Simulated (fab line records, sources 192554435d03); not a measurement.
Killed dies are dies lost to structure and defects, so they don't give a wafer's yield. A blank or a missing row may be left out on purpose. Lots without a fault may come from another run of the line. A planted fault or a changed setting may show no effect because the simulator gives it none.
A struck lot beside a sound one | flow n5_finfet | 13 steps out of a route of 1938
Sound: wafers L423.1, L423.3, L423.4. Struck: wafer L425.1. (L425.6 of the same lot was not struck and is left out.) The cause comes at the end.
At each step with rows: each side's tool, then ch and its chambers, then its first start. Under that, the readings that differ: sound wafers | struck wafers | difference of the means | sigmas: that difference in standard deviations of wafers without a fault.
alike: readings whose means differ by less than 2 such deviations, and words and numbers that are the same on both sides. not compared: withheld readings, readings that some wafer has no value for, bounds like >300 that may hide the same value, and numbers for which the record gives no deviation and whose values overlap.
The two part at a step that has a row with sigmas, a row that says differs or no value, or rows on one side only. Numbers that don't overlap but have no deviation are shown without sigmas and don't part them. A reading that every wafer of one side lacks parts them only if that side has two wafers or more.

N5_BEOL_M14_OCD_MEAS_35:
  sound on ocd-02, day 14 04:50; struck on ocd-01, day 13 20:46
  alike: trench_depth_nm
then, 1 step without rows for these wafers: N5_BEOL_M14_STRIP_37 (strips in O2).
N5_BEOL_M14_ETCH_38: etches SiCN in CF4/N2, target depth 106.5 nm, time 120.6 s.
  sound on rie_diel-02 ch 1,2,3; struck on rie_diel-05 ch 2
  reading                         | sound             | struck | difference | sigmas
  rf_hours_counter_h (h)          | 221 212 166       | 226    | +26        |
  rf_vpp_V (V)                    | 382.5 382.5 383.4 | 379.6  | -3.2       | -3
  showerhead_plenum_p_Torr (Torr) | 2.19 2.19 2.20    | 2.09   | -0.10      | -3
  alike: drypump_motor_current_A, n2_flow_sccm, oes_product_au, throttle_valve_pct
then, 3 steps without rows for these wafers: N5_BEOL_M14_PRECLEAN_39 (cleans in residue remover, time 60 s); N5_BEOL_M14_SRD_40 (time 30 s, dry time 30 s); N5_BEOL_M14_DEGAS_41 (time 60 s).
N5_BEOL_M14_PRE_CLEAN_42: time 30 s.
  sound on pvd_sputter-01, day 14 08:34; struck on pvd_sputter-02, day 13 23:34
  alike: heater_power_w
then, 1 step without rows for these wafers: N5_BEOL_M14_SPUTTER_43 (material TaN, target thk 15 nm, time 24.19 s).
N5_BEOL_M14_SPUTTER_44: material Ta, target thk 15 nm, time 24.19 s.
  sound on pvd_sputter-01, day 14 08:41; struck on pvd_sputter-02, day 13 23:41
  alike: cathode_dc_power_W, throttle_valve_pct
N5_BEOL_M14_SPUTTER_45: material Cu, target thk 100 nm, time 16.67 s.
  sound on pvd_sputter-01, day 14 08:46; struck on pvd_sputter-02, day 13 23:46
  alike: cathode_dc_power_W, throttle_valve_pct
then, 1 step without rows for these wafers: N5_BEOL_M14_ECD_47 (material Cu, target thk 1248 nm).
N5_BEOL_M14_ANNEAL_48: time 90 s.
  sound on rtp_anneal-02 ch 0, day 14 09:18; struck on rtp_anneal-01 ch 0, day 14 00:58
  reading          | sound                | struck | difference | sigmas
  wafer_temp_C_max | 225.93 225.82 226.14 | 226.59 | +0.63      | +2
N5_BEOL_M14_CMP_49: polishes, stops on SiO2, t overpolish 5.2 s, target thk 560 nm.
  sound on cmp-03 ch 1,2,3, day 14 09:37; struck on cmp-04 ch 0, day 14 01:16
  reading                      | sound             | struck | difference | sigmas
  barrier_field_endpoint_s (s) | 11.83 11.42 11.56 | 6.22   | -5.38      | -27
  time_to_endpoint_s (s)       | 128.1 120.2 125.3 | 67.0   | -57.5      | -19
  alike: motor_current_A, overpolish_run_s

WHERE THEY PART
First at N5_BEOL_M14_ETCH_38; last, within this record, at N5_BEOL_M14_CMP_49.

WHY: what the simulator had put in
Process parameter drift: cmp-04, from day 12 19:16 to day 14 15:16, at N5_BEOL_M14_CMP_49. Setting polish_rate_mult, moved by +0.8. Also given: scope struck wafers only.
